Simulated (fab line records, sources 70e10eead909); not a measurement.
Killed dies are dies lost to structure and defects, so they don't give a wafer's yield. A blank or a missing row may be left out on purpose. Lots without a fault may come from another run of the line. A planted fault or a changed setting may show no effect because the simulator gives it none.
Chamber matching | flow nand_harc | NHARC_A_STAIRCASE_DEP_471 on pecvd-02: 3 sister chambers
The step deposits SiO2, target thk 100 nm. 18 wafers are shown with their chamber, then 9 later ones without.

WAFERS WITH THEIR CHAMBER
wafer  | chamber | showerhead_vpp_V (V) | heater_power_w (W) | heater_power_outer_w (W)
L074.1 | 2       | 1823                 | 615                | 376
L074.5 | 1       | 1862                 | 452                | 274
L074.6 | 0       | 1616                 | 580                | 310
L075.1 | 0       | 1627                 | 602                | 336
L075.2 | 2       | 1782                 | 568                | 340
L075.5 | 1       | 1860                 | 540                | 327
L079.4 | 0       | 1622                 | 474                | 232
L079.5 | 1       | 1898                 | 427                | 261
L079.6 | 2       | 1811                 | 558                | 323
L083.2 | 1       | 1841                 | 515                | 323
L083.3 | 2       | 1763                 | 685                | 404
L083.5 | 0       | 1680                 | 498                | 256
L085.1 | 1       | 1873                 | 412                | 253
L085.2 | 2       | 1791                 | 684                | 417
L085.6 | 2       | 1811                 | 692                | 426
L089.2 | 2       | 1787                 | 686                | 419
L089.4 | 0       | 1678                 | 590                | 325
L089.5 | 2       | 1810                 | 681                | 427

SIGNATURES (means of the wafers above)
reading              | chamber 0 | chamber 1 | chamber 2 | scatter within a chamber
showerhead_vpp_V     | 1644.60   | 1866.80   | 1797.25   | 23.8
heater_power_w       | 548.80    | 469.20    | 646.12    | 57.1
heater_power_outer_w | 291.80    | 287.60    | 391.50    | 40.6
Rule: a wafer's distance from a chamber is the root of the sum, over the readings, of the square of ((its reading less the chamber's mean) divided by the reading's scatter). The wafer belongs to the nearest chamber; if the next one is less than 2 further off, it can't be placed. The scatter: the root of (the sum of the squares of (reading less its chamber's mean) over the shown wafers, divided by (wafers less chambers)).

WAFERS WITHOUT THEIR CHAMBER
wafer  | showerhead_vpp_V (V) | heater_power_w (W) | heater_power_outer_w (W)
L092.1 | 1841                 | 505                | 324
L092.2 | 1626                 | 486                | 244
L092.6 | 1667                 | 498                | 254
L091.4 | 1845                 | 589                | 337
L091.5 | 1662                 | 511                | 276
L091.6 | 1849                 | 506                | 325
L097.1 | 1811                 | 626                | 360
L097.2 | 1857                 | 526                | 333
L097.6 | 1696                 | 614                | 347

WHICH CHAMBER EACH WENT THROUGH
wafer  | from the rows above     | in truth
L092.1 | can't be placed: 1 or 2 | 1
L092.2 | 0                       | 0
L092.6 | 0                       | 0
L091.4 | can't be placed: 1 or 2 | 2
L091.5 | 0                       | 0
L091.6 | 1                       | 1
L097.1 | 2                       | 2
L097.2 | 1                       | 1
L097.6 | can't be placed: 0 or 2 | 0
Placed correctly: 6 of 9. Can't be placed from these rows: 3 (the true chamber is among the candidates in 3). Placed wrongly: 0.
